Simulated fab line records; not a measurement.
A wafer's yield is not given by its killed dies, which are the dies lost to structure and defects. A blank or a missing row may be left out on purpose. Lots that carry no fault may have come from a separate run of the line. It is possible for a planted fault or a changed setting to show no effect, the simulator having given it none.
What tool caused it? || flow nand-harc || 36 wafers from 12 lots sampled at 6 of the route's 1302 steps

== WHAT THE GAUGES SHOWED, per wafer ==
NHARC_P_ZERO_WELL_CD_MEAS_37: target cd 720 nm.
{"lot": "L819", "measured": "day 2 00:09", "on": "cd-sem-02", "cd-nm (nm)": "718.2 718.9 720.9"}
{"lot": "L820", "measured": "day 2 10:13", "on": "cd-sem-02", "cd-nm (nm)": "721.5 719.2 721.3"}
{"lot": "L821", "measured": "day 2 20:16", "on": "cd-sem-03", "cd-nm (nm)": "718.5 721.8 718.1"}
{"lot": "L823", "measured": "day 3 16:14", "on": "cd-sem-02", "cd-nm (nm)": "719.7 718.6 722.6"}
{"lot": "L824", "measured": "day 4 02:10", "on": "cd-sem-03", "cd-nm (nm)": "719.5 720.3 718.9"}
{"lot": "L827", "measured": "day 5 08:11", "on": "cd-sem-02", "cd-nm (nm)": "720.9 721.1 719.8"}
{"lot": "L830", "measured": "day 6 14:17", "on": "cd-sem-01", "cd-nm (nm)": "680.3 679.9 679.8"}
{"lot": "L838", "measured": "day 9 22:16", "on": "cd-sem-01", "cd-nm (nm)": "717.5 716.8 720.8"}
{"lot": "L839", "measured": "day 10 08:20", "on": "cd-sem-02", "cd-nm (nm)": "721.2 721.4 721.0"}
{"lot": "L840", "measured": "day 10 18:10", "on": "cd-sem-03", "cd-nm (nm)": "716.4 718.2 721.2"}
{"lot": "L841", "measured": "day 11 04:14", "on": "cd-sem-02", "cd-nm (nm)": "718.7 719.0 714.9"}
{"lot": "L842", "measured": "day 11 14:18", "on": "cd-sem-02", "cd-nm (nm)": "720.9 722.5 718.6"}

NHARC_P_STI_CD_MEAS_09: target cd 200 nm.
{"lot": "L819", "measured": "day 2 19:34", "on": "cd-sem-02", "cd-nm (nm)": "200.5 201.6 200.1"}
{"lot": "L820", "measured": "day 3 06:29", "on": "cd-sem-01", "cd-nm (nm)": "199.8 194.4 199.2"}
{"lot": "L821", "measured": "day 3 14:37", "on": "cd-sem-01", "cd-nm (nm)": "201.4 199.9 201.8"}
{"lot": "L823", "measured": "day 4 12:17", "on": "cd-sem-02", "cd-nm (nm)": "200.3 198.9 196.3"}
{"lot": "L824", "measured": "day 4 22:26", "on": "cd-sem-02", "cd-nm (nm)": "199.5 195.6 195.3"}
{"lot": "L827", "measured": "day 6 03:14", "on": "cd-sem-01", "cd-nm (nm)": "194.3 197.3 195.6"}
{"lot": "L830", "measured": "day 7 10:19", "on": "cd-sem-01", "cd-nm (nm)": "200.4 202.5 201.7"}
{"lot": "L838", "measured": "day 10 17:03", "on": "cd-sem-02", "cd-nm (nm)": "194.5 193.8 197.0"}
{"lot": "L839", "measured": "day 11 02:28", "on": "cd-sem-03", "cd-nm (nm)": "203.7 203.7 200.2"}
{"lot": "L840", "measured": "day 11 14:26", "on": "cd-sem-03", "cd-nm (nm)": "192.6 196.5 193.4"}
{"lot": "L841", "measured": "day 11 22:42", "on": "cd-sem-02", "cd-nm (nm)": "197.8 200.1 196.0"}
{"lot": "L842", "measured": "day 12 09:02", "on": "cd-sem-01", "cd-nm (nm)": "198.3 201.4 199.5"}

NHARC_END_SORT_01.
{"lot": "L827", "measured": "day 27 22:27", "on": "prober-02", "killed-at-array": "76 73 82", "killed-at-other": "1 0 0", "killed-at-periphery": "3 1 4", "killed-dies": "80 74 86", "killed-open": "3 3 7", "killed-short": "6 4 3"}
{"lot": "L839", "measured": "day 32 20:22", "on": "prober-01", "killed-at-array": "52 66 52", "killed-at-other": "0 1 0", "killed-at-periphery": "0 0 1", "killed-dies": "52 67 53", "killed-open": "4 5 1", "killed-short": "3 2 3"}
{"lot": "L840", "measured": "day 33 05:23", "on": "prober-02", "killed-at-array": "25 32 25", "killed-at-other": "6 0 1", "killed-at-periphery": "7 4 9", "killed-dies": "38 36 35", "killed-open": "5 7 3", "killed-short": "2 0 5"}

== EACH LOT AND THE TOOL THAT RAN IT (in order: tool; ch and the chambers of the sampled wafers; start) ==
{"lot": "L819", "NHARC_P_ZERO_WELL_DESCUM_26": "rie-diel-07 ch 0,3, day 1 22:47", "NHARC_P_ZERO_WELL_EXPOSE_34": "krf-scanner-03 ch 0, day 1 23:59", "NHARC_P_ZERO_WELL_RTA_42": "rtp-anneal-02 ch 0, day 2 03:02"}
{"lot": "L820", "NHARC_P_ZERO_WELL_DESCUM_26": "rie-diel-10 ch 0,1,3, day 2 08:44", "NHARC_P_ZERO_WELL_EXPOSE_34": "krf-scanner-02 ch 0, day 2 10:04", "NHARC_P_ZERO_WELL_RTA_42": "rtp-anneal-02 ch 0, day 2 13:07"}
{"lot": "L821", "NHARC_P_ZERO_WELL_DESCUM_26": "rie-diel-07 ch 0,2,3, day 2 18:50", "NHARC_P_ZERO_WELL_EXPOSE_34": "krf-scanner-03 ch 0, day 2 20:07", "NHARC_P_ZERO_WELL_RTA_42": "rtp-anneal-02 ch 0, day 2 23:17"}
{"lot": "L823", "NHARC_P_ZERO_WELL_DESCUM_26": "rie-diel-10 ch 1,2,3, day 3 14:45", "NHARC_P_ZERO_WELL_EXPOSE_34": "krf-scanner-04 ch 0, day 3 16:05", "NHARC_P_ZERO_WELL_RTA_42": "rtp-anneal-02 ch 0, day 3 19:05"}
{"lot": "L824", "NHARC_P_ZERO_WELL_DESCUM_26": "rie-diel-11 ch 0,1, day 4 00:49", "NHARC_P_ZERO_WELL_EXPOSE_34": "krf-scanner-04 ch 0, day 4 02:01", "NHARC_P_ZERO_WELL_RTA_42": "rtp-anneal-01 ch 0, day 4 05:02"}
{"lot": "L827", "NHARC_P_ZERO_WELL_DESCUM_26": "rie-diel-10 ch 0,1,3, day 5 06:43", "NHARC_P_ZERO_WELL_EXPOSE_34": "krf-scanner-04 ch 0, day 5 08:02", "NHARC_P_ZERO_WELL_RTA_42": "rtp-anneal-02 ch 0, day 5 11:06"}
{"lot": "L830", "NHARC_P_ZERO_WELL_DESCUM_26": "rie-diel-07 ch 1,2,3, day 6 12:57", "NHARC_P_ZERO_WELL_EXPOSE_34": "krf-scanner-03 ch 0, day 6 14:08", "NHARC_P_ZERO_WELL_RTA_42": "rtp-anneal-02 ch 0, day 6 17:10"}
{"lot": "L838", "NHARC_P_ZERO_WELL_DESCUM_26": "rie-diel-11 ch 0,1, day 9 20:48", "NHARC_P_ZERO_WELL_EXPOSE_34": "krf-scanner-04 ch 0, day 9 22:07", "NHARC_P_ZERO_WELL_RTA_42": "rtp-anneal-02 ch 0, day 10 01:07"}
{"lot": "L839", "NHARC_P_ZERO_WELL_DESCUM_26": "rie-diel-07 ch 0,3, day 10 06:46", "NHARC_P_ZERO_WELL_EXPOSE_34": "krf-scanner-02 ch 0, day 10 08:10", "NHARC_P_ZERO_WELL_RTA_42": "rtp-anneal-02 ch 0, day 10 11:07"}
{"lot": "L840", "NHARC_P_ZERO_WELL_DESCUM_26": "rie-diel-10 ch 0,1,3, day 10 16:41", "NHARC_P_ZERO_WELL_EXPOSE_34": "krf-scanner-04 ch 0, day 10 18:01", "NHARC_P_ZERO_WELL_RTA_42": "rtp-anneal-01 ch 0, day 10 21:01"}
{"lot": "L841", "NHARC_P_ZERO_WELL_DESCUM_26": "rie-diel-07 ch 2,3, day 11 02:44", "NHARC_P_ZERO_WELL_EXPOSE_34": "krf-scanner-03 ch 0, day 11 04:05", "NHARC_P_ZERO_WELL_RTA_42": "rtp-anneal-01 ch 0, day 11 07:15"}
{"lot": "L842", "NHARC_P_ZERO_WELL_DESCUM_26": "rie-diel-07 ch 0,1,3, day 11 12:58", "NHARC_P_ZERO_WELL_EXPOSE_34": "krf-scanner-03 ch 0, day 11 14:08", "NHARC_P_ZERO_WELL_RTA_42": "rtp-anneal-02 ch 0, day 11 17:05"}
- NHARC_P_ZERO_WELL_DESCUM_26: chemistry O2, time 3 s.
- NHARC_P_ZERO_WELL_EXPOSE_34: exposes mask P PWELL, target cd 720 nm.
- NHARC_P_ZERO_WELL_RTA_42: time 300 s.

== AS READ BY THE TOOLS THEMSELVES (means over the sampled wafers that have a number; for cases with no such wafer, the mark the record gives instead) ==
NHARC_P_ZERO_WELL_DESCUM_26.
{"lot": "L819", "tool": "rie-diel-07", "drypump-motor-current-A (A)": 5.4, "o2-flow-sccm (sccm)": 199.5, "oes-product-au (a.u.)": 1.010, "rf-vpp-V (V)": 58.4, "showerhead-plenum-p-Torr (Torr)": 1.91, "throttle-valve-pct (%)": 11.319}
{"lot": "L820", "tool": "rie-diel-10", "drypump-motor-current-A (A)": 6.2, "o2-flow-sccm (sccm)": 199.9, "oes-product-au (a.u.)": 1.004, "rf-vpp-V (V)": 57.9, "showerhead-plenum-p-Torr (Torr)": 1.94, "throttle-valve-pct (%)": 11.302}
{"lot": "L821", "tool": "rie-diel-07", "drypump-motor-current-A (A)": 5.6, "o2-flow-sccm (sccm)": 200.6, "oes-product-au (a.u.)": 1.002, "rf-vpp-V (V)": 57.8, "showerhead-plenum-p-Torr (Torr)": 1.88, "throttle-valve-pct (%)": 11.321}
{"lot": "L823", "tool": "rie-diel-10", "drypump-motor-current-A (A)": 5.9, "o2-flow-sccm (sccm)": 200.2, "oes-product-au (a.u.)": 1.003, "rf-vpp-V (V)": 57.8, "showerhead-plenum-p-Torr (Torr)": 1.89, "throttle-valve-pct (%)": 11.314}
{"lot": "L824", "tool": "rie-diel-11", "drypump-motor-current-A (A)": 5.7, "o2-flow-sccm (sccm)": 199.7, "oes-product-au (a.u.)": 1.006, "rf-vpp-V (V)": 57.8, "showerhead-plenum-p-Torr (Torr)": 1.84, "throttle-valve-pct (%)": 11.320}
{"lot": "L827", "tool": "rie-diel-10", "drypump-motor-current-A (A)": 6.2, "o2-flow-sccm (sccm)": 200.1, "oes-product-au (a.u.)": 1.011, "rf-vpp-V (V)": 57.6, "showerhead-plenum-p-Torr (Torr)": 1.93, "throttle-valve-pct (%)": 11.306}
{"lot": "L830", "tool": "rie-diel-07", "drypump-motor-current-A (A)": 6.0, "o2-flow-sccm (sccm)": 200.4, "oes-product-au (a.u.)": 0.994, "rf-vpp-V (V)": 57.8, "showerhead-plenum-p-Torr (Torr)": 1.89, "throttle-valve-pct (%)": 11.306}
{"lot": "L838", "tool": "rie-diel-11", "drypump-motor-current-A (A)": 5.7, "o2-flow-sccm (sccm)": 199.8, "oes-product-au (a.u.)": 1.012, "rf-vpp-V (V)": 57.6, "showerhead-plenum-p-Torr (Torr)": 2.03, "throttle-valve-pct (%)": 11.308}
{"lot": "L839", "tool": "rie-diel-07", "drypump-motor-current-A (A)": 5.7, "o2-flow-sccm (sccm)": 199.9, "oes-product-au (a.u.)": 1.006, "rf-vpp-V (V)": 57.5, "showerhead-plenum-p-Torr (Torr)": 1.90, "throttle-valve-pct (%)": 11.321}
{"lot": "L840", "tool": "rie-diel-10", "drypump-motor-current-A (A)": 6.2, "o2-flow-sccm (sccm)": 200.5, "oes-product-au (a.u.)": 1.010, "rf-vpp-V (V)": 57.1, "showerhead-plenum-p-Torr (Torr)": 1.92, "throttle-valve-pct (%)": 11.313}
{"lot": "L841", "tool": "rie-diel-07", "drypump-motor-current-A (A)": 5.8, "o2-flow-sccm (sccm)": 199.8, "oes-product-au (a.u.)": 0.987, "rf-vpp-V (V)": 57.4, "showerhead-plenum-p-Torr (Torr)": 1.83, "throttle-valve-pct (%)": 11.325}
{"lot": "L842", "tool": "rie-diel-07", "drypump-motor-current-A (A)": 5.8, "o2-flow-sccm (sccm)": 199.8, "oes-product-au (a.u.)": 0.997, "rf-vpp-V (V)": 57.7, "showerhead-plenum-p-Torr (Torr)": 1.91, "throttle-valve-pct (%)": 11.307}

NHARC_P_ZERO_WELL_EXPOSE_34.
{"lot": "L819", "tool": "krf-scanner-03", "focus-offset-nm (nm)": 0.2}
{"lot": "L820", "tool": "krf-scanner-02", "focus-offset-nm (nm)": 0.5}
{"lot": "L821", "tool": "krf-scanner-03", "focus-offset-nm (nm)": -0.5}
{"lot": "L823", "tool": "krf-scanner-04", "focus-offset-nm (nm)": -0.1}
{"lot": "L824", "tool": "krf-scanner-04", "focus-offset-nm (nm)": 0.4}
{"lot": "L827", "tool": "krf-scanner-04", "focus-offset-nm (nm)": -0.2}
{"lot": "L830", "tool": "krf-scanner-03", "focus-offset-nm (nm)": 0.8}
{"lot": "L838", "tool": "krf-scanner-04", "focus-offset-nm (nm)": 0.2}
{"lot": "L839", "tool": "krf-scanner-02", "focus-offset-nm (nm)": -0.3}
{"lot": "L840", "tool": "krf-scanner-04", "focus-offset-nm (nm)": -0.2}
{"lot": "L841", "tool": "krf-scanner-03", "focus-offset-nm (nm)": -0.2}
{"lot": "L842", "tool": "krf-scanner-03", "focus-offset-nm (nm)": 0.7}

NHARC_P_ZERO_WELL_RTA_42.
{"lot": "L819", "tool": "rtp-anneal-02", "lamp-power-pct (%)": 40.5, "lamp_zone_6_pct (%)": 40.4, "wafer_temp_C_max": 1105.9}
{"lot": "L820", "tool": "rtp-anneal-02", "lamp-power-pct (%)": 40.5, "lamp_zone_6_pct (%)": 40.5, "wafer_temp_C_max": 1105.8}
{"lot": "L821", "tool": "rtp-anneal-02", "lamp-power-pct (%)": 40.5, "lamp_zone_6_pct (%)": 40.5, "wafer_temp_C_max": 1104.6}
{"lot": "L823", "tool": "rtp-anneal-02", "lamp-power-pct (%)": 40.4, "lamp_zone_6_pct (%)": 40.5, "wafer_temp_C_max": 1106.4}
{"lot": "L824", "tool": "rtp-anneal-01", "lamp-power-pct (%)": 38.8, "lamp_zone_6_pct (%)": 38.8, "wafer_temp_C_max": 1102.8}
{"lot": "L827", "tool": "rtp-anneal-02", "lamp-power-pct (%)": 40.5, "lamp_zone_6_pct (%)": 40.5, "wafer_temp_C_max": 1105.1}
{"lot": "L830", "tool": "rtp-anneal-02", "lamp-power-pct (%)": 40.5, "lamp_zone_6_pct (%)": 40.5, "wafer_temp_C_max": 1106.3}
{"lot": "L838", "tool": "rtp-anneal-02", "lamp-power-pct (%)": 40.5, "lamp_zone_6_pct (%)": 40.5, "wafer_temp_C_max": 1104.1}
{"lot": "L839", "tool": "rtp-anneal-02", "lamp-power-pct (%)": 40.5, "lamp_zone_6_pct (%)": 40.5, "wafer_temp_C_max": 1105.8}
{"lot": "L840", "tool": "rtp-anneal-01", "lamp-power-pct (%)": 38.9, "lamp_zone_6_pct (%)": 38.8, "wafer_temp_C_max": 1103.2}
{"lot": "L841", "tool": "rtp-anneal-01", "lamp-power-pct (%)": 38.9, "lamp_zone_6_pct (%)": 38.8, "wafer_temp_C_max": 1103.3}
{"lot": "L842", "tool": "rtp-anneal-02", "lamp-power-pct (%)": 40.6, "lamp_zone_6_pct (%)": 40.5, "wafer_temp_C_max": 1105.2}

== THE ANSWER, worked out from the rows above alone ==
Rule: the lots themselves supply what counts as usual. Put in order of their means at a reading, lots are off if they are a third of the lots or fewer, leave a main group of 4 or more, and stand apart from it by a gap of 3 or more times the standard deviation of the main group's means; of several such gaps the widest counts. Not used: any main group whose means are identical at the precision the tables above print for the reading. A lot without any number at a reading at which 4 lots or more have one is off too. Any other lot the step has rows for is counted as sound. First the gauges in route order, then the tools' own readings, where a lot's mean is used as printed above. At the first step where some lot is off, the reading lying furthest off is the one used; lots without a number count as furthest.
Off: L830, at NHARC_P_ZERO_WELL_CD_MEAS_37 (cd-nm). For the main group the mean is 719.7 nm and the standard deviation 1.1.
A tool fits if, at a process step before that reading, it ran every lot that is off, and no sound lot after the first of them. Gauges at NHARC_P_ZERO_WELL_CD_MEAS_37: tried the same way as those tools. No candidate that was tried fits.

== WHAT HAD BEEN PUT IN BY THE SIMULATOR ==
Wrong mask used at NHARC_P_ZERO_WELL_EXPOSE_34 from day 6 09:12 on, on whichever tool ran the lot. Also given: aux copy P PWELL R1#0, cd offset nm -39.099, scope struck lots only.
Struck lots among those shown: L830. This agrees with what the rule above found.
